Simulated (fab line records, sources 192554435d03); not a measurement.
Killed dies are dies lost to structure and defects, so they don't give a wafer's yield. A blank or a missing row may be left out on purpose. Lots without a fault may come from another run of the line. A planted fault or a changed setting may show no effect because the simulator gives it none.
A struck lot beside a sound one | flow n5_finfet | 15 steps out of a route of 1938
Sound: wafers L408.2, L408.3, L408.4. Struck: wafers L422.2, L422.4, L422.6. The cause comes at the end.
At each step with rows: each side's tool, then ch and its chambers, then its first start. Under that, the readings that differ: sound wafers | struck wafers | difference of the means | sigmas: that difference in standard deviations of wafers without a fault.
alike: readings whose means differ by less than 2 such deviations, and words and numbers that are the same on both sides. not compared: withheld readings, readings that some wafer has no value for, bounds like >300 that may hide the same value, and numbers for which the record gives no deviation and whose values overlap.
The two part at a step that has a row with sigmas, a row that says differs or no value, or rows on one side only. Numbers that don't overlap but have no deviation are shown without sigmas and don't part them. A reading that every wafer of one side lacks parts them only if that side has two wafers or more.

first, 4 steps without rows for these wafers: N5_BEOL_M4_SOFTBAKE_23 (time 60 s); N5_BEOL_M4_EXPOSE_25 (exposes mask V3, defocus 5 nm); N5_BEOL_M4_PEB_26 (peb time 60 s); N5_BEOL_M4_DEVELOP_27 (develop time 30 s).
N5_BEOL_M4_CD_MEAS_28: target cd 26.2 nm, target cd y 24.1 nm.
  sound on cd_sem-01 ch 0, day 8 03:08; struck on cd_sem-02 ch 0, day 11 20:57
  alike: cd_nm
N5_BEOL_M4_OVL_MEAS_29:
  sound on overlay-02 ch 0, day 8 03:10; struck on overlay-02 ch 0, day 11 20:59
  alike: V3_OVL
N5_BEOL_M4_INSPECT_30: inspects for defects (brightfield).
  sound on defect_inspect-01, day 8 03:13; struck on defect_inspect-02, day 11 21:02
  alike: raw_defect_count
N5_BEOL_M4_DESCUM_33: chemistry O2, time 7 s.
  sound on rie_diel-05 ch 1,2,3, day 8 03:15; struck on rie_diel-05 ch 0,1,2, day 11 21:04
  alike: drypump_motor_current_A, oes_product_au, rf_vpp_V, showerhead_plenum_p_Torr, throttle_valve_pct
  not compared: rf_hours_counter_h
N5_BEOL_M4_ETCH_77: etches underlayer in N2/H2, target depth 6.5 nm, time 5.2 s.
  sound on rie_diel-05 ch 1,2,3, day 8 03:17; struck on rie_diel-05 ch 0,1,2, day 11 21:07
  alike: drypump_motor_current_A, etch_rf_on_time_s, oes_product_au, rf_fwd_power_W, rf_vpp_V, showerhead_plenum_p_Torr, throttle_valve_pct
  not compared: rf_hours_counter_h
N5_BEOL_M4_ETCH_69: etches SiARC in CF4, target depth 15.6 nm, time 26 s.
  sound on rie_diel-05 ch 1,2,3, day 8 03:18; struck on rie_diel-05 ch 0,1,2, day 11 21:07
  alike: drypump_motor_current_A, etch_rf_on_time_s, oes_product_au, rf_fwd_power_W, rf_vpp_V, showerhead_plenum_p_Torr, throttle_valve_pct
  not compared: rf_hours_counter_h
N5_BEOL_M4_ALD_98: deposits SiO2, target thk 2.5 nm, pulse time 1 s, co reactant pulse time 1 s.
  sound on ald_sin-02 ch 0,1,2, day 8 03:53; struck on ald_sin-02 ch 0,2, day 11 21:13
  alike: heater_power_w, precursor_pulse_height_rel, susceptor_temp_C
N5_BEOL_M4_ETCHBACK_99: etches SiO2 in CHF3, target depth 5 nm, time 10.4 s.
  sound on rie_diel-06 ch 0,2,3, day 8 05:09; struck on rie_diel-02 ch 1,2,3, day 12 00:12
  alike: drypump_motor_current_A, oes_product_au, rf_vpp_V, showerhead_plenum_p_Torr, throttle_valve_pct
  not compared: rf_hours_counter_h
N5_BEOL_M4_ETCH_70: etches SOC in N2/H2, target depth 80 nm, overetch 24 nm, time 130 s.
  sound on rie_diel-06 ch 0,2,3, day 8 05:11; struck on rie_diel-02 ch 1,2,3, day 12 00:14
  reading                                    | sound             | struck               | difference | sigmas
  rf_fwd_power_W (W)                         | 839.4 841.2 837.9 | 1040.3 1038.1 1039.3 | +199.7     | +74
  rf_vpp_V (V)                               | 521.4 524.9 525.1 | 489.0 488.3 487.7    | -35.5      | -18
  model.SiARC_of_BEOL_M4_COAT_68.thk_nm (nm) | 6 6.4 5.6         | 5 5.2 5.2            | -1         |
  alike: drypump_motor_current_A, oes_product_au, showerhead_plenum_p_Torr, throttle_valve_pct
  not compared: rf_hours_counter_h
then, 1 step without rows for these wafers: N5_BEOL_M4_STRIP_71 (strips in N2/H2).
N5_BEOL_M4_RC_MEAS_101:
  sound on prober-01 ch 0, day 8 10:47; struck on prober-02 ch 0, day 12 04:43
  alike: DIBL_N, DIBL_P, IOFF_N, IOFF_P, ION_N, ION_P, SS_N, SS_P, VT_N, VT_P

WHERE THEY PART
Only at N5_BEOL_M4_ETCH_70, within this record. Later steps at which nothing parts them and some readings are alike: N5_BEOL_M4_RC_MEAS_101.

WHY: what the simulator had put in
Process parameter drift: rie_diel-02, from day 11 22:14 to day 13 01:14, at N5_BEOL_M4_ETCH_70. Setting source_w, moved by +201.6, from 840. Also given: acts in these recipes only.
